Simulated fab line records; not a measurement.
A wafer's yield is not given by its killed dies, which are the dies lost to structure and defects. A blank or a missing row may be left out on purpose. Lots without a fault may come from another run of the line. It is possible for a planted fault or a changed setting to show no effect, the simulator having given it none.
Problem report in the 8D (eight disciplines) form, filled by code || flow nandHarc || the parts of the form that need people (team, actions taken, sign-off) are left out

== 1. WHAT IS WRONG ==
Wafers without a fault read 47, standard deviation 14; killedAtArray at NHARC_END_SORT_01 reads a mean of 139 on 6 wafers belonging to 2 lots. Measured from the usual mean, that is +6.5 standard deviations.
First seen on wafer L725.1, day 24 07:56, on prober-02. Wafers with a number at this step in the record: 9, from 3 lots. By rule, "out" or "out of limits" means more than 4 standard deviations away from the usual mean. The other wafers with a number count as sound.

== 2. WHAT IT IS, WHAT IT ISN'T ==
{"question": "which readings at this step", "is": "killedAtArray", "is not": "killedAtOther, killedAtPeriphery, killedOpen, killedShort"}
{"question": "which lots", "is": "L725, L727", "is not": "L735"}
{"question": "which wafers of those lots", "is": "all that have a number", "is not": "-"}
{"question": "read on which gauges", "is": "prober-01, prober-02", "is not": "-"}
{"question": "when", "is": "from day 24 07:56", "is not": "up to then (0 sound wafers); but 3 sound wafers of L735 came after"}

== 3. SUSPECTS, AND WHAT RULES EACH OUT ==
Counting: a tool stays on the suspect list if, at a process step up to the reading, it processed all lots that are out and no sound lot following the first of them.
- the gauge at NHARC_END_SORT_01: ruled out. 2 gauges (prober-01, prober-02) read the wafers that are out.
- pecvdOnon-03 at NHARC_A_ONON_D2_DEP_06 (target thk 1000 nm): kept. It ran every lot that is out, first L725 (day 12 15:28), and no sound lot after that.
- rieDiel-09 at NHARC_THIN_TSV_ETCH_44 (etches the open film in CF4/O2, target depth 1594.2 nm, time 797.1 s): kept. It ran every lot that is out, first L725 (day 23 09:34), and no sound lot after that.
Remaining after the count are pecvdOnon-03 at NHARC_A_ONON_D2_DEP_06 and rieDiel-09 at NHARC_THIN_TSV_ETCH_44.

== 4. THE CAUSE (what the simulator had put in) ==
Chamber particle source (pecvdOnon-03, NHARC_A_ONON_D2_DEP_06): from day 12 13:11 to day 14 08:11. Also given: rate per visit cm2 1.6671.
Counting leaves 2 suspects; this tool is one of them.

== 5. SEQUENCE OF EFFECTS, ordered by route ==
Rows list readings where the struck wafers' mean (over those with a number) sits beyond 3 standard deviations from the usual. Only readings whose record carries a usual standard deviation are examined. hours: median over the lots of the time between each lot's start at the first step of this table that gives one and its start at this step. sigmas: the change, counted in usual standard deviations.
{"hours": 0, "step": "NHARC_END_SORT_01", "reading": "killedAtArray", "usual": 47, "on struck wafers": 139, "change": "+92", "sigmas": "+6.5"}
{"hours": 0, "step": "NHARC_END_SORT_01", "reading": "killedDies", "usual": 52, "on struck wafers": 141, "change": "+89", "sigmas": "+6.0"}

== 6. WHAT WOULD HAVE CAUGHT IT SOONER ==
283 hours passed between the start of the fault at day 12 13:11 and the first reading out of limits at a measuring or inspecting step in this record, taken at day 24 07:56.
No tool reading at NHARC_A_ONON_D2_DEP_06 that has a usual standard deviation in the record was out on any struck wafer, so an alarm limit of 4 standard deviations on those readings would not have fired.
All the lots that are out (2) had begun NHARC_A_ONON_D2_DEP_06 on pecvdOnon-03 by day 24 07:56. None of them would have been spared by holding the tool at that moment.
